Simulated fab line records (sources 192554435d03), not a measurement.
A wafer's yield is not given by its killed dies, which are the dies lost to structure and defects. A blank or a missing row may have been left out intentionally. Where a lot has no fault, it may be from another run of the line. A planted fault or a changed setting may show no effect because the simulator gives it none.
Check for tools in common | flow n5-finfet | Sample size 11 lots and 33 wafers

THE REASON FOR OPENING IT
At N5_MIM_BOT_LITHO_CD_MEAS_08 the reading cd-nm is flagged on 3 of 11 lots. Fault-free wafers read 2999.2 nm, with a standard deviation of 2.1.
Rule: a lot is flagged in two cases, either no wafer of it has a number, or all its wafers with numbers fall more than 4 standard deviations from that mean. The rest of the lots are taken to be sound.

lot  | measured     | on        | cd-nm (nm), wafer by wafer | flag
L261 | day 12 18:55 | cd-sem-02 | 2997.9 3001.1 2998.8       |
L262 | day 12 19:20 | cd-sem-02 | 2996.7 2994.8 2994.7       |
L264 | day 15 01:31 | cd-sem-02 | 3003.4 3001.4 3000.9       |
L267 | day 16 02:20 | cd-sem-01 | 2998.3 3000.0 3001.3       |
L274 | day 17 18:08 | cd-sem-01 | 2983.8 2981.9 2983.3       | FLAGGED
L273 | day 17 18:41 | cd-sem-01 | 2978.1 2980.8 2979.7       | FLAGGED
L263 | day 17 22:37 | cd-sem-02 | 2982.3 2982.9 2981.1       | FLAGGED
L277 | day 18 05:26 | cd-sem-03 | 2999.3 2996.9 3000.9       |
L280 | day 19 16:02 | cd-sem-02 | 2998.3 2997.7 2996.1       |
L281 | day 19 16:39 | cd-sem-02 | 2997.9 2996.9 2996.8       |
L284 | day 19 21:07 | cd-sem-03 | 3001.1 2999.8 2999.5       |
Average over the flagged lots: 2981.5 nm; offset from the usual -17.7 nm, equal to -8 standard deviations.

EACH LOT AND THE TOOL IT RAN ON
The record holds 3 process steps before the reading, out of a route of 1938 steps. Each cell gives the tool, then ch followed by the chambers the sampled wafers passed through, then the start.
lot  | flag    | N5_PASSIVATION_PECVD_00         | N5_MIM_BOT_DEGAS_01          | N5_MIM_BOT_LITHO_EXPOSE_05
L261 |         | pecvd-02 ch 0,2, day 12 14:47   | pvd-sputter-01, day 12 16:59 | krf-scanner-01 ch 0, day 12 18:45
L262 |         | pecvd-01 ch 0,2, day 12 15:07   | pvd-sputter-01, day 12 17:07 | krf-scanner-02 ch 0, day 12 19:10
L264 |         | pecvd-01 ch 0,1,2, day 14 21:04 | pvd-sputter-01, day 14 21:13 | krf-scanner-01 ch 0, day 15 01:20
L267 |         | pecvd-02 ch 0,2, day 15 23:15   | pvd-sputter-02, day 15 23:43 | krf-scanner-01 ch 0, day 16 02:10
L274 | FLAGGED | pecvd-02 ch 0,2, day 17 10:50   | pvd-sputter-03, day 17 15:39 | krf-scanner-02 ch 0, day 17 17:58
L273 | FLAGGED | pecvd-03 ch 0,1,2, day 17 12:50 | pvd-sputter-03, day 17 16:16 | krf-scanner-02 ch 0, day 17 18:31
L263 | FLAGGED | pecvd-03 ch 1,2, day 17 18:59   | pvd-sputter-01, day 17 20:05 | krf-scanner-02 ch 0, day 17 22:26
L277 |         | pecvd-03 ch 0,2, day 18 02:39   | pvd-sputter-01, day 18 03:20 | krf-scanner-01 ch 0, day 18 05:16
L280 |         | pecvd-03 ch 0,1, day 19 09:48   | pvd-sputter-03, day 19 10:30 | krf-scanner-01 ch 0, day 19 15:52
L281 |         | pecvd-01 ch 0,2, day 19 12:58   | pvd-sputter-03, day 19 14:14 | krf-scanner-01 ch 0, day 19 16:28
L284 |         | pecvd-02 ch 0,1, day 19 16:53   | pvd-sputter-01, day 19 17:14 | krf-scanner-01 ch 0, day 19 20:56
These steps, and what they do:
- N5_PASSIVATION_PECVD_00: deposits SiO2 from SiH4/N2O, target thk 200 nm, time 11.2 s.
- N5_MIM_BOT_DEGAS_01: time 60 s.
- N5_MIM_BOT_LITHO_EXPOSE_05: exposes mask MIM BOT.
- N5_MIM_BOT_LITHO_CD_MEAS_08: target cd 3000 nm.

FLAGGED AGAINST TOTAL, ONE TOOL AT A TIME (gauges that did the reading follow at the end)
step                        | tool           | lots run | flagged | share of the flagged lots | sound lots run after its first flagged lot
N5_PASSIVATION_PECVD_00     | pecvd-01       | 3        | 0       | none                      | -
N5_PASSIVATION_PECVD_00     | pecvd-02       | 4        | 1       | some                      | 1 (L284)
N5_PASSIVATION_PECVD_00     | pecvd-03       | 4        | 2       | some                      | 2 (L277,L280)
N5_MIM_BOT_DEGAS_01         | pvd-sputter-01 | 6        | 1       | some                      | 2 (L277,L284)
N5_MIM_BOT_DEGAS_01         | pvd-sputter-02 | 1        | 0       | none                      | -
N5_MIM_BOT_DEGAS_01         | pvd-sputter-03 | 4        | 2       | some                      | 2 (L280,L281)
N5_MIM_BOT_LITHO_EXPOSE_05  | krf-scanner-01 | 7        | 0       | none                      | -
N5_MIM_BOT_LITHO_EXPOSE_05  | krf-scanner-02 | 4        | 3       | all                       | 0
N5_MIM_BOT_LITHO_CD_MEAS_08 | cd-sem-01      | 3        | 2       | some                      | 0
N5_MIM_BOT_LITHO_CD_MEAS_08 | cd-sem-02      | 6        | 1       | some                      | 2 (L280,L281)
N5_MIM_BOT_LITHO_CD_MEAS_08 | cd-sem-03      | 2        | 0       | none                      | -

WHAT IS ALLOWED BY THE TABLE
Rows of the table that ran each flagged lot: 1, that is krf-scanner-02 at N5_MIM_BOT_LITHO_EXPOSE_05.
- krf-scanner-02 at N5_MIM_BOT_LITHO_EXPOSE_05: 3 of its 4 lots flagged. Last sound lot L262 at day 12 19:10, first flagged lot L274 at day 17 17:58; a fault beginning in between fits. Its own readings lie more than 4 standard deviations out on every wafer of the flagged lots: exposure-dose-mJ-cm2.
One tool is left: krf-scanner-02 at N5_MIM_BOT_LITHO_EXPOSE_05.

WHAT THE SIMULATOR HAD INSERTED
Process parameters drifting: krf-scanner-02 at N5_MIM_BOT_LITHO_EXPOSE_05, beginning at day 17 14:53. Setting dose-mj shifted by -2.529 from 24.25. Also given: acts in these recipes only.
Struck lots among those shown: L274, L273, L263. The same result came from the rule above.
